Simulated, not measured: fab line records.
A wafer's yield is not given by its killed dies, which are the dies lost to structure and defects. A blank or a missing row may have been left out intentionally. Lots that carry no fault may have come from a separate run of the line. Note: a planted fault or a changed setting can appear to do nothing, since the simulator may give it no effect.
fab line records -- flow nand_harc
[record] lots = 5, wafers = 15, last_day = 34
route steps=1302 shown P_M1@287 END@1302
lots with no fault: from the same line, run without faults
start_h: hours from the record's opening day to when the first of the lot's shown wafers began -- wait_h: how many hours have passed since the lot's step before this one -- " as in the row above -- L1.1+2: a single row standing in for several wafers -- - no value present, or no start provided -- * or withheld: withheld -- < > ~ a bound
route shown NAME@n: NAME is a module with steps in the file, n the number in the route of the first one -- usual: mean/standard deviation taken from wafers without a fault -- same: alike in all rows -- chamber/n: place in a boat -- sites: per-site readings -- _std_site: the standard deviation of these -- _edge_site: inner sites' mean taken away from outer sites' mean -- radius_mm: for every site, how far away it sits from the centre of the wafer -- mask NAME#n: copy n -- behind: the most recent tool/chamber to have shaped the wafer -- hold: reason for holding the lot/hours on hold/outcome of the hold -- device: transistor that didn't switch, given as n, p or np -- end of line: at the end of the route, the tests of the same wafers -- for a step that has no rows: nothing shown but its recipe -- killed: not the wafer's yield, but the dies lost to structure and defects at the first sort -- map: per-die view of a wafer (x killed, . not killed, _ where there is no die)
set.NAME: setting as actually run; set.NAME@STEP: the setting as run at that earlier step -- model.NAME: the simulator's own value behind a step, which no gauge read
a table for each step, a row for each wafer; lots at some steps of the route
services: from which hour (start_h, from the record's first day; less than 0 if before it) a tool's chamber was out of use, for how many hours, and why
[[steps]]
[step NHARC_P_M1_HMDS_02]
[recipe] time_s = 30
[step NHARC_P_M1_COAT_34]
[recipe] temp_c = 200, time_s = 65
[step NHARC_P_M1_COAT_03]
[recipe] spin_rpm = 1500, resist_thk_nm = 90
[step NHARC_P_M1_SOFTBAKE_04]
[recipe] temp_c = 105, time_s = 55
[step NHARC_P_M1_EBR_05]
[step NHARC_P_M1_EXPOSE_06]
[recipe] na = 1.35, target_cd_nm = 130, dose_mj = 81.88, mask_id = P_M1
[step NHARC_P_M1_PEB_07]
[recipe] peb_temp_c = 100, peb_time_s = 65
[step NHARC_P_M1_DEVELOP_08]
[recipe] develop_time_s = 35, dev_temp_c = 23
[step NHARC_P_M1_CD_MEAS_09]
[recipe] target_cd_nm = 130, landing_energy_ev = 500
[usual] cd_nm = 130.0/0.64
[same] landing_energy_ev = 500
lot.wafer,tool,chamber,start_h,wait_h,cd_nm
L104.1,cd_sem-01,0,140.52,-,129.6
L104.2,cd_sem-01,0,140.52,-,130.8
L104.4,cd_sem-01,0,140.52,-,130.1
L106.4,cd_sem-03,0,155.94,-,130.9
L106.5,cd_sem-03,0,155.94,-,130.0
L106.6,cd_sem-03,0,155.94,-,130.8
L115.3,cd_sem-03,0,249.64,-,129.5
L115.4,cd_sem-03,0,249.64,-,130.6
L115.6,cd_sem-03,0,249.64,-,129.3
L125.1,cd_sem-02,0,345.92,-,129.8
L125.3,cd_sem-02,0,345.92,-,129.9
L125.6,cd_sem-02,0,345.92,-,129.9
L126.2,cd_sem-03,0,353.52,-,130.8
L126.5,cd_sem-03,0,353.52,-,130.7
L126.6,cd_sem-03,0,353.52,-,130.6
[step NHARC_P_M1_OVL_MEAS_10]
[recipe] pitch_nm = 260
[usual] overlay_x_nm = -0.2/0.73, overlay_y_nm = -0.6/0.68
lot.wafer,tool,chamber,start_h,wait_h,overlay_x_nm,overlay_y_nm
L104.1,overlay-02,-,140.61,-,-0.2,-1.1
L104.2,overlay-02,-,140.61,-,-0.7,-0.9
L104.4,overlay-02,-,140.61,-,-0.9,-0.7
L106.4,overlay-01,-,156.02,-,-1.2,0.3
L106.5,overlay-01,-,156.02,-,-0.7,-0.3
L106.6,overlay-01,-,156.02,-,-1.4,-0.1
L115.3,overlay-01,-,249.73,-,-0.2,-0.7
L115.4,overlay-01,-,249.73,-,-0.2,-0.9
L115.6,overlay-01,-,249.73,-,0.1,-0.7
L125.1,overlay-01,-,346.01,-,0.5,0.5
L125.3,overlay-01,-,346.01,-,0.3,0.3
L125.6,overlay-01,-,346.01,-,0.5,0.4
L126.2,overlay-01,-,353.61,-,-0.1,-0.1
L126.5,overlay-01,-,353.61,-,-0.3,-0.7
L126.6,overlay-01,-,353.61,-,-0.2,-0.1
[step NHARC_P_M1_INSPECT_11]
[usual] raw_defect_count = 4.7/2.7
lot.wafer,tool,chamber,start_h,wait_h,raw_defect_count
L104.1,defect_inspect-01,-,140.64,0.0,1
L104.2,defect_inspect-01,-,140.64,0.0,4
L104.4,defect_inspect-01,-,140.64,0.0,2
L106.4,defect_inspect-02,-,156.06,0.0,5
L106.5,defect_inspect-02,-,156.06,0.0,5
L106.6,defect_inspect-02,-,156.06,0.0,10
L115.3,defect_inspect-02,-,249.76,0.0,8
L115.4,defect_inspect-02,-,249.76,0.0,9
L115.6,defect_inspect-02,-,249.76,0.0,9
L125.1,defect_inspect-01,-,346.05,0.0,3
L125.3,defect_inspect-01,-,346.05,0.0,7
L125.6,defect_inspect-01,-,346.05,0.0,8
L126.2,defect_inspect-02,-,353.64,0.0,4
L126.5,defect_inspect-02,-,353.64,0.0,5
L126.6,defect_inspect-02,-,353.64,0.0,4
[step NHARC_P_M1_DESCUM_14]
[recipe] time_s = 3, o2_flow_sccm = 200, ar_flow_sccm = 0, bias_power_w = 0, chemistry = O2
[usual] drypump_motor_current_A = 5.8/0.52, oes_product_au = 1.000/0.012, rf_vpp_V = 57.8/0.76, showerhead_plenum_p_Torr = 1.90/0.059, throttle_valve_pct = 11.311/0.0094
lot.wafer,tool,chamber,start_h,wait_h,drypump_motor_current_A,oes_product_au,rf_hours_counter_h,rf_vpp_V,showerhead_plenum_p_Torr,throttle_valve_pct
L104.4,rie_diel-10,0,140.71,0.1,6.0,0.994,5,59.1,1.88,11.320
L104.1,rie_diel-10,1,140.71,0.1,5.1,0.987,5,58.5,1.87,11.307
L104.2,rie_diel-10,2,140.71,0.1,5.3,0.991,5,58.4,2.03,11.302
L106.4,rie_diel-12,1,156.12,0.1,6.2,1.009,4,58.4,1.90,11.308
L106.6,rie_diel-12,0,156.12,0.1,5.1,1.010,-,57.1,1.98,11.308
L106.5,rie_diel-12,1,156.12,0.1,6.2,1.017,-,57.2,1.90,11.322
L115.3,rie_diel-12,0,249.84,0.1,5.1,1.007,8,59.3,1.98,11.316
L115.4,rie_diel-12,1,249.84,0.1,6.2,1.014,9,55.8,1.90,11.322
L115.6,rie_diel-12,3,249.84,0.1,6.5,1.027,-,57.3,1.94,11.338
L125.3,rie_diel-12,1,346.11,0.1,6.2,1.011,4,57.9,1.90,11.316
L125.1,rie_diel-12,3,346.11,0.1,6.5,1.027,4,59.0,1.93,11.303
L125.6,rie_diel-12,1,346.11,0.1,6.2,1.013,-,56.9,1.90,11.299
L126.2,rie_diel-10,3,353.73,0.1,5.9,0.998,10,57.1,1.85,11.312
L126.5,rie_diel-10,0,353.73,0.1,6.0,0.987,-,59.2,1.87,11.316
L126.6,rie_diel-10,1,353.73,0.1,5.1,0.990,-,55.8,1.86,11.289
[step NHARC_P_M1_ETCH_35]
[recipe] target_depth_a = 400, overetch_a = 120, time_s = 43.94, ion_energy_ev = 200, n2_flow_sccm = 150, h2_flow_sccm = 150, ar_flow_sccm = 0, rf_w = 400, bias_w = 150, chemistry = N2/H2
[usual] drypump_motor_current_A = 5.8/0.53, oes_product_au = 1.000/0.012, rf_vpp_V = 430.4/1.9, showerhead_plenum_p_Torr = 2.03/0.068, throttle_valve_pct = 14.173/0.0085
lot.wafer,tool,chamber,start_h,wait_h,drypump_motor_current_A,oes_product_au,rf_hours_counter_h,rf_vpp_V,showerhead_plenum_p_Torr,throttle_valve_pct
L104.2,rie_diel-10,1,140.79,0.1,5.1,0.987,5,429.6,1.99,14.182
L104.1,rie_diel-10,3,140.79,0.1,5.9,1.005,5,429.0,1.98,14.171
L104.4,rie_diel-10,0,140.79,0.1,6.0,0.994,5,428.9,2.00,14.172
L106.4,rie_diel-12,0,156.20,0.1,5.1,1.003,3,432.5,2.11,14.167
L106.5,rie_diel-12,0,156.20,0.1,5.1,1.000,-,432.1,2.11,14.178
L106.6,rie_diel-12,1,156.20,0.1,6.1,1.011,-,428.0,2.02,14.175
L115.4,rie_diel-12,1,249.91,0.1,6.2,1.009,9,429.5,2.02,14.169
L115.3,rie_diel-12,3,249.91,0.1,6.5,1.028,8,431.3,2.06,14.172
L115.6,rie_diel-12,2,249.91,0.1,6.2,0.854,-,428.2,1.96,14.171
L125.1,rie_diel-12,0,346.20,0.1,5.1,1.022,4,433.7,2.11,14.181
L125.3,rie_diel-12,1,346.20,0.1,6.1,1.015,4,431.0,2.02,14.169
L125.6,rie_diel-12,0,346.20,0.1,5.1,1.003,-,433.1,2.11,14.173
L126.2,rie_diel-10,0,353.79,0.1,6.0,0.987,10,430.2,1.99,14.161
L126.6,rie_diel-10,0,353.79,0.1,6.0,0.977,-,430.5,1.99,14.166
L126.5,rie_diel-10,1,353.79,0.1,5.1,0.988,-,428.7,1.99,14.164
[step NHARC_P_M1_ETCH_15]
[recipe] target_depth_a = 1825, time_s = 91.2, c4f8_flow_sccm = withheld, ar_flow_sccm = 400, rf_w = 600, bias_w = 300, chemistry = C4F8/Ar
[usual] oes_product_au = 0.951/0.023, rf_vpp_V = 440.5/1.9
lot.wafer,tool,chamber,start_h,wait_h,oes_product_au,rf_hours_counter_h,rf_vpp_V
L104.1,rie_diel-10,0,-,-,0.953,5,440.7
L104.4,rie_diel-10,1,-,-,0.964,5,439.8
L104.2,rie_diel-10,2,-,-,0.959,5,445.2
L106.4,rie_diel-12,1,-,-,0.972,4,440.4
L106.6,rie_diel-12,2,-,-,0.955,-,441.2
L106.5,rie_diel-12,3,-,-,0.992,-,441.9
L115.4,rie_diel-12,0,-,-,0.929,8,443.3
L115.3,rie_diel-12,1,-,-,0.923,9,439.8
L115.6,rie_diel-12,1,-,-,0.936,-,440.5
L125.1,rie_diel-12,3,-,-,1.000,4,440.2
L125.3,rie_diel-12,1,-,-,0.974,4,440.2
L125.6,rie_diel-12,2,-,-,0.950,-,438.0
L126.2,rie_diel-10,3,-,-,0.926,10,438.1
L126.5,rie_diel-10,0,-,-,0.914,-,438.8
L126.6,rie_diel-10,1,-,-,0.931,-,440.5
[step NHARC_END_SORT_01]
[recipe] temp_c = 25
[usual] defect_limited_yield = 89.9/2.7, killed_at_array = 64/18, killed_at_periphery = 3.8/2.7, killed_dies = 68/18, killed_open = 3.3/1.9, killed_short = 2.3/1.8
[same] gross_dies = 677, killed_at_other = 0
lot.wafer,tool,chamber,start_h,wait_h,defect_limited_yield[%],killed_at_array,killed_at_periphery,killed_dies,killed_open,killed_short
L104.1,prober-02,0,584.70,2.5,92.2,53,0,53,3,3
L104.2,prober-02,0,585.50,2.8,92.0,52,2,54,2,1
L104.4,prober-02,0,587.10,3.4,92.5,50,1,51,2,4
L106.4,prober-01,0,594.84,3.4,83.3,109,4,113,3,4
L106.5,prober-01,0,595.64,3.7,83.3,106,7,113,4,3
L106.6,prober-01,0,596.44,4.0,83.8,103,7,110,6,1
L115.3,prober-01,0,687.73,3.1,86.7,86,4,90,0,3
L115.4,prober-01,0,688.53,3.4,84.8,95,8,103,4,2
L115.6,prober-01,0,690.12,4.0,88.2,78,2,80,2,3
L125.1,prober-02,0,779.02,2.5,95.9,22,6,28,5,2
L125.3,prober-02,0,780.62,3.1,95.7,22,7,29,0,4
L125.6,prober-02,0,783.01,4.0,93.9,34,7,41,3,4
L126.2,prober-01,0,808.61,2.8,86.1,93,1,94,2,3
L126.5,prober-01,0,811.04,3.7,89.2,72,1,73,7,2
L126.6,prober-01,0,811.85,4.1,88.0,80,1,81,2,1
// killed by level:class
L104.1 A_CHANNEL_HOLE_D2:chamber_film_flake=39 A_CHANNEL_HOLE_D1:chamber_film_flake=4 A_ONON_D1:geometric_particle:open=3 A_CONTACT:chamber_film_flake=2 A_ONON_D1:geometric_particle:short=1 A_WL_FILL:geometric_particle:short=1 A_CHANNEL_HOLE_D2:geometric_particle:short=1 A_ZERO_WELL:chamber_film_flake=1
L104.2 A_CHANNEL_HOLE_D2:chamber_film_flake=38 A_STAIRCASE:chamber_film_flake=3 A_CONTACT:chamber_film_flake=3 A_ZERO_WELL:chamber_film_flake=2 A_CHANNEL_HOLE_D1:chamber_film_flake=2 P_GATE:geometric_particle:short=1 A_CONTACT:geometric_particle:open=1 A_M0:geometric_particle:open=1
L104.4 A_CHANNEL_HOLE_D2:chamber_film_flake=35 A_STAIRCASE:chamber_film_flake=3 A_ZERO_WELL:chamber_film_flake=2 A_DECK1_JOINT:chamber_film_flake=2 A_ONON_D1:geometric_particle:short=1 A_ONON_D2:geometric_particle:short=1 A_STAIRCASE:geometric_particle:open=1 A_SGD_CUT:geometric_particle:short=1
L106.4 A_CHANNEL_HOLE_D2:chamber_film_flake=37 A_CHANNEL_HOLE_D1:chamber_film_flake=31 A_SLIT:chamber_film_flake=26 A_STAIRCASE:chamber_film_flake=5 A_CHANNEL_FILL_D2:geometric_particle:short=3 P_STI:chamber_film_flake=3 A_CONTACT:chamber_film_flake=3 A_CHANNEL_FILL_D2:geometric_particle:open=2
L106.5 A_CHANNEL_HOLE_D2:chamber_film_flake=35 A_CHANNEL_HOLE_D1:chamber_film_flake=32 A_SLIT:chamber_film_flake=28 A_STAIRCASE:chamber_film_flake=3 A_CONTACT:chamber_film_flake=3 P_STI:chamber_film_flake=2 P_GATE:chamber_film_flake=2 P_STI:geometric_particle:open=1
L106.6 A_CHANNEL_HOLE_D1:chamber_film_flake=33 A_CHANNEL_HOLE_D2:chamber_film_flake=32 A_SLIT:chamber_film_flake=26 A_CONTACT:chamber_film_flake=5 P_GATE:chamber_film_flake=3 P_M2:chamber_film_flake=2 A_STAIRCASE:chamber_film_flake=2 P_STI:geometric_particle:open=1
L115.3 A_SLIT:chamber_film_flake=33 A_CHANNEL_HOLE_D1:chamber_film_flake=24 A_CHANNEL_HOLE_D2:chamber_film_flake=15 A_CONTACT:chamber_film_flake=4 P_CONTACT:chamber_film_flake=3 A_CHANNEL_FILL_D2:chamber_film_flake=3 A_CHANNEL_FILL_D2:geometric_particle:short=2 A_STAIRCASE:chamber_film_flake=2
L115.4 A_SLIT:chamber_film_flake=35 A_CHANNEL_HOLE_D1:chamber_film_flake=28 A_CHANNEL_HOLE_D2:chamber_film_flake=22 P_CONTACT:chamber_film_flake=6 A_CONTACT:chamber_film_flake=3 A_ONON_D1:geometric_particle:open=2 A_BLC:chamber_film_flake=2 P_CONTACT:geometric_particle:open=1
L115.6 A_CHANNEL_HOLE_D1:chamber_film_flake=30 A_SLIT:chamber_film_flake=27 A_CHANNEL_HOLE_D2:chamber_film_flake=12 A_CONTACT:chamber_film_flake=2 A_CHANNEL_HOLE_D1:geometric_particle:open=1 A_ONON_D2:geometric_particle:open=1 A_ONON_D2:geometric_particle:short=1 A_STAIRCASE:geometric_particle:short=1
L125.1 A_SLIT:chamber_film_flake=6 A_CONTACT:chamber_film_flake=5 A_M0:geometric_particle:open=2 A_ZERO_WELL:chamber_film_flake=2 A_CHANNEL_HOLE_D2:chamber_film_flake=2 P_CONTACT:geometric_particle:open=1 P_CONTACT:geometric_particle:short=1 A_ONON_D1:geometric_particle:open=1
L125.3 P_GATE:chamber_film_flake=6 A_SLIT:chamber_film_flake=5 A_CONTACT:chamber_film_flake=3 A_M1:chamber_film_flake=3 A_WL_FILL:geometric_particle:short=2 A_ZERO_WELL:chamber_film_flake=2 A_CHANNEL_HOLE_D1:chamber_film_flake=2 A_STAIRCASE:chamber_film_flake=2
L125.6 A_SLIT:chamber_film_flake=14 P_GATE:chamber_film_flake=6 A_CONTACT:chamber_film_flake=5 A_M1:chamber_film_flake=5 A_ONON_D1:geometric_particle:short=2 A_CHANNEL_FILL_D1:geometric_particle:short=1 A_CHANNEL_FILL_D1:geometric_particle:open=1 A_CHANNEL_HOLE_D2:geometric_particle:open=1
L126.2 A_CHANNEL_HOLE_D2:chamber_film_flake=26 A_CHANNEL_HOLE_D1:chamber_film_flake=18 A_SLIT:chamber_film_flake=18 A_CONTACT:chamber_film_flake=10 A_BONDPAD:chamber_film_flake=9 A_STAIRCASE:chamber_film_flake=6 A_ONON_D2:geometric_particle:short=2 A_BLC:geometric_particle:open=2
L126.5 A_SLIT:chamber_film_flake=28 A_CHANNEL_HOLE_D2:chamber_film_flake=11 A_CHANNEL_HOLE_D1:chamber_film_flake=7 A_CONTACT:chamber_film_flake=5 A_STAIRCASE:chamber_film_flake=4 A_BONDPAD:chamber_film_flake=4 A_M0:geometric_particle:open=3 A_ONON_D1:geometric_particle:open=2
L126.6 A_CHANNEL_HOLE_D2:chamber_film_flake=21 A_SLIT:chamber_film_flake=17 A_CHANNEL_HOLE_D1:chamber_film_flake=11 A_STAIRCASE:chamber_film_flake=11 A_CONTACT:chamber_film_flake=7 A_SGD_CUT:chamber_film_flake=4 A_CHANNEL_FILL_D1:chamber_film_flake=2 A_BONDPAD:chamber_film_flake=2
[[services]]
tool,chamber,start_h,hours,kind
rie_diel-12,0,116.86,7.5,repair
rie_diel-12,0,125.05,-,clean
rie_diel-12,1,125.05,-,clean
rie_diel-12,2,125.05,-,clean
rie_diel-12,3,125.05,-,clean
rie_diel-12,0,149.55,-,clean
rie_diel-12,1,149.55,-,clean
rie_diel-12,2,149.55,-,clean
rie_diel-12,3,149.55,-,clean
rie_diel-10,3,162.04,31.1,repair
rie_diel-12,3,165.12,2.9,repair
rie_diel-12,0,174.05,-,clean
rie_diel-12,1,174.05,-,clean
rie_diel-12,2,174.05,-,clean
rie_diel-12,3,174.05,-,clean
rie_diel-12,0,198.55,-,clean
rie_diel-12,1,198.55,-,clean
rie_diel-12,2,198.55,-,clean
rie_diel-12,3,198.55,-,clean
rie_diel-12,0,223.05,-,clean
rie_diel-10,-,242.50,9.0,pm
rie_diel-12,2,254.69,1.7,repair
rie_diel-12,-,268.40,9.0,pm
rie_diel-12,2,318.46,9.1,repair
[[key]]
[first_sign] step = NHARC_P_M1_ETCH_35, reading = oes_product_au, direction = down, sigmas = 12, usual = 1.000, struck = 0.854
effect none on later readings
met_at NHARC_P_M1_ETCH_35
struck_wafers L115.6
onset_between 156.20 249.91
[fault] kind = process_parameter_drift, tool = rie_diel-12, chamber = -, onset_h = 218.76, steps = NHARC_P_M1_ETCH_35, channel = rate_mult, offset = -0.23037, shape = step, end_h = 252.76, scope = struck_wafers_only
